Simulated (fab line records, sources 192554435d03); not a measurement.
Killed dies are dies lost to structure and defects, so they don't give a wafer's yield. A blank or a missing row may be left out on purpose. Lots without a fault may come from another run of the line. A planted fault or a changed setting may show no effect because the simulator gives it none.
Split-lot experiment | flow n5_finfet | 7 lots, 39 wafers read, on a route of 1938 steps

THE SPLIT
At N5_MOL_CONTACT_COAG_CONTACT_ETCH_14 (etches SiO2 in C4F6/O2, target depth 27.5 nm, overetch 8.5 nm, time 20 s), the setting time_s was moved away from the recipe's 20 s on 12 of the 39 wafers read, by -57.7% to +58.5%. The other wafers ran this setting at the recipe's value.

The reading is taken at the split's own step.

THE READING
SOC_of_MOL_CONTACT_COAG_COAT_103.thk_nm (the simulator's own value, which no gauge read), in nm, at N5_MOL_CONTACT_COAG_CONTACT_ETCH_14 (etches SiO2 in C4F6/O2, target depth 27.5 nm, overetch 8.5 nm, time 20 s). The file gives no usual value for it. The 27 wafers here that ran the recipe average 78.5 nm, standard deviation 0.2 nm.

wafer  | tool, chamber at the split | time_s as run, s | against the recipe | SOC_of_MOL_CONTACT_COAG_COAT_103.thk_nm, nm | against lot-mates on the recipe
L075.1 | rie_diel-06, 3             | 20               | recipe             | 78.8                                        | -
L075.5 | rie_diel-06, 3             | 20               | recipe             | 78.8                                        | -
L075.2 | rie_diel-06, 2             | 26.05            | +30.2%             | 78.4                                        | -0.3
L075.6 | rie_diel-06, 2             | 26.05            | +30.2%             | 78.4                                        | -0.3
L075.3 | rie_diel-06, 0             | 20               | recipe             | 78.6                                        | -
L075.4 | rie_diel-06, 1             | 26.05            | +30.2%             | 78                                          | -0.7
L079.1 | rie_diel-03, 2,3,0         | 20               | recipe             | 78.4                                        | -
L079.4 | rie_diel-03, 2,3,0         | 20               | recipe             | 78.4                                        | -
L079.5 | rie_diel-03, 2,3,0         | 20               | recipe             | 78.4                                        | -
L079.2 | rie_diel-03, 0             | 20               | recipe             | 78.6                                        | -
L079.3 | rie_diel-03, 1             | 20               | recipe             | 78.2                                        | -
L079.6 | rie_diel-03, 1             | 20               | recipe             | 78.2                                        | -
L082.1 | rie_diel-06, 3,1           | 20               | recipe             | 78.4                                        | -
L082.5 | rie_diel-06, 3,1           | 20               | recipe             | 78.4                                        | -
L082.2 | rie_diel-06, 2             | 31.7             | +58.5%             | 77.2                                        | -1.3
L082.3 | rie_diel-06, 0             | 31.7             | +58.5%             | 77.6                                        | -0.9
L082.4 | rie_diel-06, 1             | 31.7             | +58.5%             | 77.4                                        | -1.1
L082.6 | rie_diel-06, 2             | 20               | recipe             | 78.6                                        | -
L084.1 | rie_diel-02, 1,2,1         | 20               | recipe             | 78.8                                        | -
L084.5 | rie_diel-02, 1,2,1         | 20               | recipe             | 78.8                                        | -
L084.6 | rie_diel-02, 1,2,1         | 20               | recipe             | 78.8                                        | -
L084.2 | rie_diel-02, 2             | 20               | recipe             | 78.4                                        | -
L084.3 | rie_diel-02, 3,0           | 20               | recipe             | 78.6                                        | -
L084.4 | rie_diel-02, 3,0           | 20               | recipe             | 78.6                                        | -
L086.1 | rie_diel-03, 2,0           | 20               | recipe             | 78.6                                        | -
L086.3 | rie_diel-03, 2,0           | 20               | recipe             | 78.6                                        | -
L086.2 | rie_diel-03, 3             | 20               | recipe             | 78.8                                        | -
L086.4 | rie_diel-03, 1,1,0         | 8.456            | -57.7%             | 79.4                                        | +0.7
L086.5 | rie_diel-03, 1,1,0         | 8.456            | -57.7%             | 79.4                                        | +0.7
L086.6 | rie_diel-03, 1,1,0         | 8.456            | -57.7%             | 79.4                                        | +0.7
L092.1 | rie_diel-03, 1             | 28.39            | +41.9%             | 77.8                                        | -0.6
L092.2 | rie_diel-03, 0,3,1         | 20               | recipe             | 78.4                                        | -
L092.4 | rie_diel-03, 0,3,1         | 20               | recipe             | 78.4                                        | -
L092.6 | rie_diel-03, 0,3,1         | 20               | recipe             | 78.4                                        | -
L092.3 | rie_diel-03, 2             | 28.39            | +41.9%             | 78                                          | -0.4
L092.5 | rie_diel-03, 2             | 28.39            | +41.9%             | 78                                          | -0.4
L097.1 | rie_diel-03, 3             | 20               | recipe             | 78.6                                        | -
L097.2 | rie_diel-03, 0             | 20               | recipe             | 78.2                                        | -
L097.6 | rie_diel-03, 0             | 20               | recipe             | 78.2                                        | -
Where a row lists several chambers, the file gives one row for several wafers and doesn't say which wafer went through which chamber.

THE FIT
A straight line over all 39 wafers: SOC_of_MOL_CONTACT_COAG_COAT_103.thk_nm changes by -0.0158 nm for each +1% of time_s; r = -0.90; the points scatter about the line by 0.21 nm.
The same after taking each lot's own level away (the mean of its wafers on the recipe; 39 wafers): -0.0146 nm for each +1%; r = -0.93; scatter 0.15 nm.
On that fit, the largest move of time_s shifts the reading by 0.85 nm.
The lots' own levels span 78.33 to 78.73 nm, that is 2.0 times the standard deviation above.
So the lot-to-lot level changes the slope little: the two slopes agree.
Check: with one of the wafers moved furthest among these (+58.5%) left out of the fit, the line predicts -0.808 nm for it against its lot-mates. It came out at -1.27 nm against them.

OTHER SPLITS ON THESE WAFERS
These wafers also went through other splits before the reading. Each is held against what the fit with the lots' levels taken away leaves over:
other split on the same wafers       | wafers away from the commonest value | r with SOC_of_MOL_CONTACT_COAG_COAT_103.thk_nm (lot level and that fit taken away)
N5_FIN_SAQP_HM_DEP_03 time_s         | 12                                   | -0.13
N5_SD_EPI_P_EPI_21 epi_growth_time_s | 9                                    | -0.04
N5_HKMG_FIN_CVD_62 time_s            | 15                                   | +0.26

THE FILE'S OWN FIT
SOC_of_MOL_CONTACT_COAG_COAT_103.thk_nm changes by -0.0147 nm for each +1% of time_s, r = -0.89.
